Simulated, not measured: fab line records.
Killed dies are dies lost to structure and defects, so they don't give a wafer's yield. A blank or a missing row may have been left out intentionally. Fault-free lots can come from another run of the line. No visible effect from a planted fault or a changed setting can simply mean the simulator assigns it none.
Chamber matching || flow n5 finfet || N5_DUMMY_GATE_STRIP_48 on rie diel-01 has 4 sister chambers
The step strips in N2/H2, time 20 s. 18 wafers are shown with their chamber, then 9 later ones without.

WAFERS PAIRED WITH THEIR CHAMBERS
{"wafer": "L074.1", "chamber": 3, "drypump motor current A (A)": 5.2, "showerhead plenum p Torr (Torr)": 3.36, "oes product au (a.u.)": 0.71}
{"wafer": "L074.2", "chamber": 1, "drypump motor current A (A)": 5.5, "showerhead plenum p Torr (Torr)": 3.52, "oes product au (a.u.)": 0.78}
{"wafer": "L074.4", "chamber": 2, "drypump motor current A (A)": 5.9, "showerhead plenum p Torr (Torr)": 3.36, "oes product au (a.u.)": 0.75}
{"wafer": "L077.4", "chamber": 1, "drypump motor current A (A)": 5.5, "showerhead plenum p Torr (Torr)": 3.52, "oes product au (a.u.)": 0.77}
{"wafer": "L077.5", "chamber": 2, "drypump motor current A (A)": 5.9, "showerhead plenum p Torr (Torr)": 3.36, "oes product au (a.u.)": 0.74}
{"wafer": "L077.6", "chamber": 1, "drypump motor current A (A)": 5.5, "showerhead plenum p Torr (Torr)": 3.52, "oes product au (a.u.)": 0.78}
{"wafer": "L084.2", "chamber": 1, "drypump motor current A (A)": 5.5, "showerhead plenum p Torr (Torr)": 3.51, "oes product au (a.u.)": 0.76}
{"wafer": "L084.3", "chamber": 3, "drypump motor current A (A)": 5.2, "showerhead plenum p Torr (Torr)": 3.35, "oes product au (a.u.)": 0.70}
{"wafer": "L084.6", "chamber": 1, "drypump motor current A (A)": 5.5, "showerhead plenum p Torr (Torr)": 3.51, "oes product au (a.u.)": 0.76}
{"wafer": "L087.3", "chamber": 0, "drypump motor current A (A)": 5.3, "showerhead plenum p Torr (Torr)": 3.42, "oes product au (a.u.)": 0.94}
{"wafer": "L087.5", "chamber": 0, "drypump motor current A (A)": 5.3, "showerhead plenum p Torr (Torr)": 3.42, "oes product au (a.u.)": 0.92}
{"wafer": "L087.6", "chamber": 3, "drypump motor current A (A)": 5.2, "showerhead plenum p Torr (Torr)": 3.34, "oes product au (a.u.)": 0.69}
{"wafer": "L085.1", "chamber": 0, "drypump motor current A (A)": 5.3, "showerhead plenum p Torr (Torr)": 3.42, "oes product au (a.u.)": 0.93}
{"wafer": "L085.3", "chamber": 1, "drypump motor current A (A)": 5.5, "showerhead plenum p Torr (Torr)": 3.51, "oes product au (a.u.)": 0.76}
{"wafer": "L085.4", "chamber": 3, "drypump motor current A (A)": 5.2, "showerhead plenum p Torr (Torr)": 3.34, "oes product au (a.u.)": 0.69}
{"wafer": "L091.1", "chamber": 3, "drypump motor current A (A)": 5.2, "showerhead plenum p Torr (Torr)": 3.34, "oes product au (a.u.)": 0.69}
{"wafer": "L091.2", "chamber": 2, "drypump motor current A (A)": 5.9, "showerhead plenum p Torr (Torr)": 3.35, "oes product au (a.u.)": 0.72}
{"wafer": "L091.6", "chamber": 1, "drypump motor current A (A)": 5.6, "showerhead plenum p Torr (Torr)": 3.50, "oes product au (a.u.)": 0.75}

SIGNATURES, as means of the wafers listed above
{"reading": "drypump motor current A", "chamber 0": 5.300, "chamber 1": 5.514, "chamber 2": 5.900, "chamber 3": 5.200, "scatter within a chamber": 0.0247}
{"reading": "showerhead plenum p Torr", "chamber 0": 3.4200, "chamber 1": 3.5129, "chamber 2": 3.3567, "chamber 3": 3.3460, "scatter within a chamber": 0.00722}
{"reading": "oes product au", "chamber 0": 0.9300, "chamber 1": 0.7657, "chamber 2": 0.7367, "chamber 3": 0.6960, "scatter within a chamber": 0.0112}
Rule: for a wafer and a chamber, the distance is found by dividing, reading by reading, the gap between the wafer's reading and the chamber's mean by the reading's scatter, squaring, summing and taking the root. The wafer belongs to the nearest chamber; if the next one is less than 2 further off, it can't be placed. The scatter: take each reading less its chamber's mean, square it, sum over the shown wafers, divide by the number of wafers less the number of chambers, and take the root.

WAFERS WITHOUT THEIR CHAMBER
{"wafer": "L094.2", "drypump motor current A (A)": 5.6, "showerhead plenum p Torr (Torr)": 3.50, "oes product au (a.u.)": 0.74}
{"wafer": "L094.3", "drypump motor current A (A)": 5.2, "showerhead plenum p Torr (Torr)": 3.34, "oes product au (a.u.)": 0.69}
{"wafer": "L094.5", "drypump motor current A (A)": 5.8, "showerhead plenum p Torr (Torr)": 3.34, "oes product au (a.u.)": 0.73}
{"wafer": "L095.4", "drypump motor current A (A)": 5.2, "showerhead plenum p Torr (Torr)": 3.34, "oes product au (a.u.)": 0.69}
{"wafer": "L095.5", "drypump motor current A (A)": 5.9, "showerhead plenum p Torr (Torr)": 3.34, "oes product au (a.u.)": 0.72}
{"wafer": "L095.6", "drypump motor current A (A)": 5.2, "showerhead plenum p Torr (Torr)": 3.34, "oes product au (a.u.)": 0.67}
{"wafer": "L096.4", "drypump motor current A (A)": 5.3, "showerhead plenum p Torr (Torr)": 3.41, "oes product au (a.u.)": 0.89}
{"wafer": "L096.5", "drypump motor current A (A)": 5.9, "showerhead plenum p Torr (Torr)": 3.34, "oes product au (a.u.)": 0.72}
{"wafer": "L096.6", "drypump motor current A (A)": 5.5, "showerhead plenum p Torr (Torr)": 3.50, "oes product au (a.u.)": 0.74}

CHAMBER TAKEN BY EACH
{"wafer": "L094.2", "from the rows above": 1, "in truth": 1}
{"wafer": "L094.3", "from the rows above": 3, "in truth": 3}
{"wafer": "L094.5", "from the rows above": 2, "in truth": 2}
{"wafer": "L095.4", "from the rows above": 3, "in truth": 3}
{"wafer": "L095.5", "from the rows above": 2, "in truth": 2}
{"wafer": "L095.6", "from the rows above": 3, "in truth": 3}
{"wafer": "L096.4", "from the rows above": 0, "in truth": 0}
{"wafer": "L096.5", "from the rows above": 2, "in truth": 2}
{"wafer": "L096.6", "from the rows above": 1, "in truth": 1}
Correctly placed: 9 of 9. From these rows, 0 cannot be placed. Placed wrongly: 0.
